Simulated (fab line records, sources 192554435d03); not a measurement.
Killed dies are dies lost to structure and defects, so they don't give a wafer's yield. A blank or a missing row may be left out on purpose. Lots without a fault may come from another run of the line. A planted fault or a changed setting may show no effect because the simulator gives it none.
Split-lot experiment | flow n5_finfet | 7 lots, 21 wafers read, on a route of 1938 steps

THE SPLIT
At N5_BEOL_M8_DESCUM_33 (chemistry O2, time 7 s), the setting time_s was moved away from the recipe's 7 s on 6 of the 21 wafers read, by -14.6% to +18.7%. The other wafers ran this setting at the recipe's value.

The file shows no step between the split and the reading.

THE READING
CAR-EUV_of_BEOL_M8_COAT_22.thk_nm (the simulator's own value, which no gauge read), in nm, at N5_BEOL_M8_ETCH_72 (etches underlayer in N2/H2, target depth 6.5 nm, time 5.2 s). The file gives no usual value for it. The 15 wafers here that ran the recipe average 20.3 nm, standard deviation 0.11 nm.

wafer  | tool, chamber at the split | time_s as run, s | against the recipe | CAR-EUV_of_BEOL_M8_COAT_22.thk_nm, nm | against lot-mates on the recipe
L076.2 | rie_diel-01, 1,3           | 7                | recipe             | 20.4                                  | -
L076.4 | rie_diel-01, 1,3           | 7                | recipe             | 20.4                                  | -
L076.3 | rie_diel-01, 2             | 7.624            | +8.9%              | 20.2                                  | -0.2
L078.2 | rie_diel-01, 1,2           | 7                | recipe             | 20.4                                  | -
L078.3 | rie_diel-01, 0             | 7                | recipe             | 20.4                                  | -
L078.5 | rie_diel-01, 1,2           | 7                | recipe             | 20.4                                  | -
L079.2 | rie_diel-02, 3,2           | 7                | recipe             | 20.2                                  | -
L079.3 | rie_diel-02, 3,2           | 7                | recipe             | 20.2                                  | -
L079.5 | rie_diel-02, 3             | 7.915            | +13.1%             | 20                                    | -0.2
L080.4 | rie_diel-02, 2,0           | 8.31             | +18.7%             | 19.6                                  | no lot-mate on the recipe
L080.5 | rie_diel-02, 2,0           | 8.31             | +18.7%             | 19.6                                  | no lot-mate on the recipe
L080.6 | rie_diel-02, 3             | 8.31             | +18.7%             | 19.6                                  | no lot-mate on the recipe
L093.1 | rie_diel-02, 3             | 7                | recipe             | 20.4                                  | -
L093.3 | rie_diel-02, 1,3           | 7                | recipe             | 20.4                                  | -
L093.6 | rie_diel-02, 1,3           | 7                | recipe             | 20.4                                  | -
L094.3 | rie_diel-01, 0             | 7                | recipe             | 20.6                                  | -
L094.4 | rie_diel-01, 3             | 5.978            | -14.6%             | 21                                    | +0.5
L094.5 | rie_diel-01, 2             | 7                | recipe             | 20.4                                  | -
L095.2 | rie_diel-04, 0,2,1         | 7                | recipe             | 20.2                                  | -
L095.3 | rie_diel-04, 0,2,1         | 7                | recipe             | 20.2                                  | -
L095.4 | rie_diel-04, 0,2,1         | 7                | recipe             | 20.2                                  | -
Where a row lists several chambers, the file gives one row for several wafers and doesn't say which wafer went through which chamber.

THE FIT
A straight line over all 21 wafers: CAR-EUV_of_BEOL_M8_COAT_22.thk_nm changes by -0.0386 nm for each +1% of time_s; r = -0.94; the points scatter about the line by 0.12 nm.
The same after taking each lot's own level away (the mean of its wafers on the recipe; 18 wafers): -0.0255 nm for each +1%; r = -0.93; scatter 0.056 nm.
On that fit, the largest move of time_s shifts the reading by 0.48 nm.
The lots' own levels span 20.20 to 20.50 nm, that is 2.6 times the standard deviation above.
So the lot-to-lot level changes the slope: the two fits differ.
Check: with one of the wafers moved furthest among these (-14.6%) left out of the fit, the line predicts +0.254 nm for it against its lot-mates. It came out at +0.5 nm against them.

OTHER SPLITS ON THESE WAFERS
These wafers also went through other splits before the reading. Each is held against what the fit with the lots' levels taken away leaves over:
other split on the same wafers | wafers away from the commonest value | r with CAR-EUV_of_BEOL_M8_COAT_22.thk_nm (lot level and that fit taken away)
N5_BEOL_M6_COAT_22 spin_rpm    | 6                                    | -0.10
N5_BEOL_M7_EXPOSE_25 dose_mj   | 6                                    | +0.28

THE WHOLE CHAIN: every reading that the file lists as answering this split, in the file's order
step                 | what it does                                                | reading                                                                            | change (the file's fit)                | r (the file's)
N5_BEOL_M8_DESCUM_33 | chemistry O2, time 7 s                                      | CAR-EUV_of_BEOL_M8_COAT_22.thk_nm (the simulator's own value, which no gauge read) | -0.0347 nm for each +1% of the setting | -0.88
N5_BEOL_M8_ETCH_72   | etches underlayer in N2/H2, target depth 6.5 nm, time 5.2 s | CAR-EUV_of_BEOL_M8_COAT_22.thk_nm (the simulator's own value, which no gauge read) | -0.0252 nm for each +1% of the setting | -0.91

THE FILE'S OWN FIT
CAR-EUV_of_BEOL_M8_COAT_22.thk_nm changes by -0.0252 nm for each +1% of time_s, r = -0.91.
